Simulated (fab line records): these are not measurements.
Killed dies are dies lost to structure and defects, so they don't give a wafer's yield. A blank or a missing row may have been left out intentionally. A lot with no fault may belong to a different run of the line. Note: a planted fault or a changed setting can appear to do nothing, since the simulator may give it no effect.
Matching of chambers ; flow n5_finfet ; 4 sister chambers for N5_FIN_SAQP_MANDREL_ETCH_58 on rie_si-04
The step etches a-Si in HBr/Cl2, stops on SiNx, target depth 45 nm, bt time 10 s, time 27 s. 22 wafers are shown with their chamber, then 11 later ones without.

== EACH WAFER AND ITS CHAMBER ==
wafer;chamber;drypump_motor_current_A (A);throttle_valve_pct (%);oes_product_au (a.u.)
L075.2;0;6.2;36.2;0.687
L075.4;3;5.6;35.4;0.708
L075.6;1;4.9;35.2;0.711
L076.2;0;6.1;36.2;0.690
L076.3;1;4.9;35.3;0.694
L076.5;3;5.6;35.4;0.695
L078.2;2;6.2;35.9;0.690
L078.5;1;4.9;35.3;0.712
L078.6;0;6.1;36.2;0.692
L081.2;3;5.6;35.4;0.687
L081.4;2;6.2;35.9;0.689
L081.5;3;5.6;35.4;0.689
L083.1;3;5.6;35.4;0.698
L083.3;0;6.1;36.2;0.680
L083.4;2;6.2;35.9;0.702
L086.3;0;6.1;36.2;0.685
L086.4;3;5.6;35.4;0.694
L086.5;2;6.2;35.9;0.696
L088.2;3;5.6;35.4;0.704
L088.4;1;4.9;35.3;0.710
L088.5;2;6.2;35.9;0.704
L090.3;3;5.6;35.4;0.694

SIGNATURES (averages over the wafers above)
reading;chamber 0;chamber 1;chamber 2;chamber 3;scatter within a chamber
drypump_motor_current_A;6.120;4.900;6.200;5.600;0.0211
throttle_valve_pct;36.200;35.275;35.900;35.400;0.0204
oes_product_au;0.68680;0.70675;0.69620;0.69612;0.00684
Rule: a wafer lies at a distance from a chamber equal to the root of the sum of squares, over the readings, of (its reading less the chamber's mean, divided by the reading's scatter). If the next closest chamber is less than 2 further off than the closest, the wafer can't be placed; otherwise it belongs to the closest. How the scatter is found: for the shown wafers, subtract from each reading the mean of its chamber, square and add these, divide the total by (wafers less chambers), then take the root.

== WAFERS WITH NO CHAMBER GIVEN ==
wafer;drypump_motor_current_A (A);throttle_valve_pct (%);oes_product_au (a.u.)
L090.4;6.2;35.9;0.693
L090.5;6.1;36.2;0.696
L091.1;4.9;35.3;0.704
L091.2;6.2;35.9;0.682
L091.3;5.6;35.4;0.690
L092.1;5.6;35.4;0.686
L092.2;6.2;35.9;0.705
L092.3;6.1;36.2;0.691
L094.1;6.1;36.2;0.700
L094.5;4.9;35.3;0.726
L094.6;6.1;36.2;0.703

== EACH ONE'S CHAMBER ==
wafer;from the rows above;in truth
L090.4;2;2
L090.5;0;0
L091.1;1;1
L091.2;2;2
L091.3;3;3
L092.1;3;3
L092.2;2;2
L092.3;0;0
L094.1;0;0
L094.5;1;1
L094.6;0;0
Placed correctly: 11 of 11. Number that these rows cannot place: 0. Number placed wrongly: 0.
